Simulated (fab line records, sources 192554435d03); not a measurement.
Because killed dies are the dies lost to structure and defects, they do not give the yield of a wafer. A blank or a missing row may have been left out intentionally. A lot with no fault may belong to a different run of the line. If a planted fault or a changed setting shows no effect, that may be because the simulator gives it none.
Lot-split experiment + flow n5Finfet + 7 lots, 21 wafers read, on a route of 1938 steps

SPLIT DETAILS
At N5_MOL_CONTACT_COAG_VIA_ETCH_46 (etches SiO2 in C4F6/O2, target depth 46 nm, overetch 9.2 nm, time 40 s), the setting biasW was moved away from the recipe's 455 W on 7 of the 21 wafers read, by -16.9% to +12.3%. All remaining wafers had this setting at the recipe value.

The split's own step is where the reading is taken.

THE READING
rfVppV, in V, at N5_MOL_CONTACT_COAG_VIA_ETCH_46 (etches SiO2 in C4F6/O2, target depth 46 nm, overetch 9.2 nm, time 40 s). A value of 1595 V with a standard deviation of 15 V is what fault-free wafers of this fab line usually give.

| wafer  | tool, chamber at the split | biasW as run, W | against the recipe | rfVppV, V | against lot-mates on the recipe |
|--------|----------------------------|-----------------|--------------------|-----------|---------------------------------|
| L074.3 | rieDiel-05, 1              | 455             | recipe             | 1576      | -                               |
| L074.4 | rieDiel-05, 0              | 455             | recipe             | 1602      | -                               |
| L074.6 | rieDiel-05, 0              | 455             | recipe             | 1603      | -                               |
| L078.1 | rieDiel-05, 3              | 455             | recipe             | 1600      | -                               |
| L078.3 | rieDiel-05, 2              | 455             | recipe             | 1596      | -                               |
| L078.4 | rieDiel-05, 1              | 455             | recipe             | 1577      | -                               |
| L080.1 | rieDiel-05, 2              | 455             | recipe             | 1596      | -                               |
| L080.3 | rieDiel-05, 0              | 510.8           | +12.3%             | 1745      | +149                            |
| L080.5 | rieDiel-05, 3              | 510.8           | +12.3%             | 1743      | +147                            |
| L082.1 | rieDiel-02, 1              | 489.7           | +7.6%              | 1665      | +46                             |
| L082.3 | rieDiel-02, 0              | 455             | recipe             | 1624      | -                               |
| L082.6 | rieDiel-02, 3              | 455             | recipe             | 1614      | -                               |
| L086.1 | rieDiel-05, 2              | 455             | recipe             | 1596      | -                               |
| L086.2 | rieDiel-05, 3              | 379.2           | -16.7%             | 1394      | -202                            |
| L086.3 | rieDiel-05, 0              | 379.2           | -16.7%             | 1395      | -201                            |
| L090.3 | rieDiel-03, 3              | 455             | recipe             | 1567      | -                               |
| L090.4 | rieDiel-03, 1              | 455             | recipe             | 1601      | -                               |
| L090.6 | rieDiel-03, 3              | 378.1           | -16.9%             | 1364      | -220                            |
| L097.1 | rieDiel-03, 3              | 455             | recipe             | 1566      | -                               |
| L097.2 | rieDiel-03, 1              | 455             | recipe             | 1600      | -                               |
| L097.3 | rieDiel-03, 2              | 395.1           | -13.2%             | 1429      | -154                            |

FIT RESULTS
A straight line over all 21 wafers: rfVppV changes by +12.3 V for each +1% of biasW; r = +0.99; the points scatter about the line by 16 V.
The same after taking each lot's own level away (the mean of its wafers on the recipe; 21 wafers): +11.9 V for each +1%; r = +0.99; scatter 15 V.
According to that fit, moving biasW by its largest amount changes the reading by 2e+02 V.
From 1583.0 to 1619.0 V: that is the span of the lots' own levels, equal to 2.4 times the standard deviation above.
Hence the lot-to-lot level has little effect on the slope; both slopes agree.
Check: with one of the wafers moved furthest among these (-16.9%) left out of the fit, the line predicts -200 V for it against its lot-mates. Against them it came out at -220 V.
Tool readings at the split's step, against how far the setting was moved: rfVppV r = +0.99.

FURTHER SPLITS ON THESE WAFERS
Other splits were also applied to these wafers ahead of the reading. Each is held against what the fit with the lots' levels taken away leaves over:
| other split on the same wafers | wafers away from the commonest value | r with rfVppV (lot level and that fit taken away) |
|--------------------------------|--------------------------------------|---------------------------------------------------|
| N5_HKMG_FIN_ETCH_58 biasW      | 8                                    | +0.13                                             |
| N5_GATE_CUT_ETCH_56 icpW       | 10                                   | +0.09                                             |

THE FILE'S OWN FIT
rfVppV changes by +11.9 V for each +1% of biasW, r = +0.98.
